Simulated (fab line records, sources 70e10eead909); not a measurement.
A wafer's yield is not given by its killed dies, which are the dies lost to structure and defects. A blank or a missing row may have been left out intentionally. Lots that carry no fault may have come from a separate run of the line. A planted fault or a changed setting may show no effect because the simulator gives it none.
Check for tools in common + flow nand_harc + Lots sampled 13, wafers sampled 39

## REASON IT WAS OPENED
Flagged at NHARC_P_ZERO_WELL_INSPECT_43: reading raw_defect_count, on 2 of 13 lots. Wafers without a fault read 13, standard deviation 5.4.
Rule: a lot is flagged in two cases, either no wafer of it has a number, or all its wafers with numbers fall more than 4 standard deviations from that mean. The other lots count as sound.

| lot  | measured     | on                | raw_defect_count, wafer by wafer | flag    |
|------|--------------|-------------------|----------------------------------|---------|
| L880 | day 2 03:29  | defect_inspect-01 | 21 7 9                           |         |
| L881 | day 2 13:50  | defect_inspect-01 | 22 9 13                          |         |
| L882 | day 2 23:32  | defect_inspect-01 | 30 22 24                         |         |
| L883 | day 3 09:25  | defect_inspect-02 | 12 8 7                           |         |
| L887 | day 5 05:31  | defect_inspect-02 | 601 639 586                      | FLAGGED |
| L889 | day 5 21:34  | defect_inspect-02 | 597 656 657                      | FLAGGED |
| L894 | day 7 23:41  | defect_inspect-02 | 16 18 13                         |         |
| L895 | day 8 09:38  | defect_inspect-01 | 13 11 14                         |         |
| L896 | day 8 19:47  | defect_inspect-01 | 13 11 11                         |         |
| L899 | day 10 01:30 | defect_inspect-01 | 14 18 5                          |         |
| L901 | day 10 23:31 | defect_inspect-02 | 21 14 19                         |         |
| L902 | day 11 07:38 | defect_inspect-01 | 15 17 16                         |         |
| L903 | day 11 17:33 | defect_inspect-02 | 7 17 12                          |         |
Averaged over the flagged lots the numbers come to 623, +610 from the usual (+99 or more standard deviations).

## WHICH TOOL RAN EACH LOT
Before the reading, the record contains 2 process steps out of a 1302-step route. Every cell lists first the tool, next ch and the chambers used by the sampled wafers, and last the start.
| lot  | flag    | NHARC_P_ZERO_WELL_DESCUM_26        | NHARC_P_ZERO_WELL_PRECLEAN_68       |
|------|---------|------------------------------------|-------------------------------------|
| L880 |         | rie_diel-06 ch 0,1, day 1 22:40    | wet_bench-03 ch 1,6,7, day 2 02:25  |
| L881 |         | rie_diel-05 ch 0,1,2, day 2 08:47  | wet_bench-05 ch 0,1,4, day 2 12:46  |
| L882 |         | rie_diel-01 ch 0,1,3, day 2 18:37  | wet_bench-01 ch 4,5,6, day 2 22:30  |
| L883 |         | rie_diel-06 ch 0,2, day 3 04:37    | wet_bench-01 ch 0,4,5, day 3 08:22  |
| L887 | FLAGGED | rie_diel-01 ch 0,3, day 4 20:45    | wet_bench-03 ch 3,5,6, day 5 04:27  |
| L889 | FLAGGED | rie_diel-05 ch 0,1,3, day 5 16:46  | wet_bench-03 ch 0,3,6, day 5 20:29  |
| L894 |         | rie_diel-05 ch 0,1, day 7 18:45    | wet_bench-05 ch 0,1,5, day 7 22:37  |
| L895 |         | rie_diel-01 ch 0,2,3, day 8 04:48  | wet_bench-05 ch 1,4,5, day 8 08:34  |
| L896 |         | rie_diel-05 ch 0,1,2, day 8 14:55  | wet_bench-05 ch 4,6,7, day 8 18:44  |
| L899 |         | rie_diel-05 ch 1,2,3, day 9 20:48  | wet_bench-05 ch 4,5,7, day 10 00:25 |
| L901 |         | rie_diel-06 ch 0,2,3, day 10 18:40 | wet_bench-01 ch 2,3,7, day 10 22:28 |
| L902 |         | rie_diel-05 ch 0,2, day 11 02:50   | wet_bench-01 ch 0,2,4, day 11 06:35 |
| L903 |         | rie_diel-01 ch 0,1,2, day 11 12:47 | wet_bench-01 ch 0,1,3, day 11 16:29 |
These steps, and what they do:
- NHARC_P_ZERO_WELL_DESCUM_26: chemistry O2, time 3 s.
- NHARC_P_ZERO_WELL_PRECLEAN_68: cleans in SC1, time 60 s.
- NHARC_P_ZERO_WELL_INSPECT_43

## FLAGGED OVER TOTAL, TOOL BY TOOL (the gauges that took the reading come last)
| step                          | tool              | lots run | flagged | share of the flagged lots | sound lots run after its first flagged lot |
|-------------------------------|-------------------|----------|---------|---------------------------|--------------------------------------------|
| NHARC_P_ZERO_WELL_DESCUM_26   | rie_diel-01       | 4        | 1       | some                      | 2 (L895,L903)                              |
| NHARC_P_ZERO_WELL_DESCUM_26   | rie_diel-05       | 6        | 1       | some                      | 4 (L894,L896,L899,L902)                    |
| NHARC_P_ZERO_WELL_DESCUM_26   | rie_diel-06       | 3        | 0       | none                      | -                                          |
| NHARC_P_ZERO_WELL_PRECLEAN_68 | wet_bench-01      | 5        | 0       | none                      | -                                          |
| NHARC_P_ZERO_WELL_PRECLEAN_68 | wet_bench-03      | 3        | 2       | all                       | 0                                          |
| NHARC_P_ZERO_WELL_PRECLEAN_68 | wet_bench-05      | 5        | 0       | none                      | -                                          |
| NHARC_P_ZERO_WELL_INSPECT_43  | defect_inspect-01 | 7        | 0       | none                      | -                                          |
| NHARC_P_ZERO_WELL_INSPECT_43  | defect_inspect-02 | 6        | 2       | all                       | 3 (L894,L901,L903)                         |

## WHAT THE TABLE ALLOWS
2 rows of the table ran every flagged lot: wet_bench-03 at NHARC_P_ZERO_WELL_PRECLEAN_68, defect_inspect-02 at NHARC_P_ZERO_WELL_INSPECT_43.
- wet_bench-03 at NHARC_P_ZERO_WELL_PRECLEAN_68: 2 of its 3 lots flagged. Last sound lot L880 at day 2 02:25, first flagged lot L887 at day 5 04:27; a fault beginning in between fits.
- defect_inspect-02 at NHARC_P_ZERO_WELL_INSPECT_43: 2 of its 6 lots flagged. Lots that were sound ran on it after the first flagged one (L894, L901, L903); a persistent fault on the entire tool would not allow that.
One tool is left: wet_bench-03 at NHARC_P_ZERO_WELL_PRECLEAN_68.

## WHAT HAD BEEN PUT IN BY THE SIMULATOR
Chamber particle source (wet_bench-03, NHARC_P_ZERO_WELL_PRECLEAN_68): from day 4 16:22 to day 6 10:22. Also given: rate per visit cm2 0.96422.
Struck lots among those shown: L887, L889. This agrees with what the rule above found.
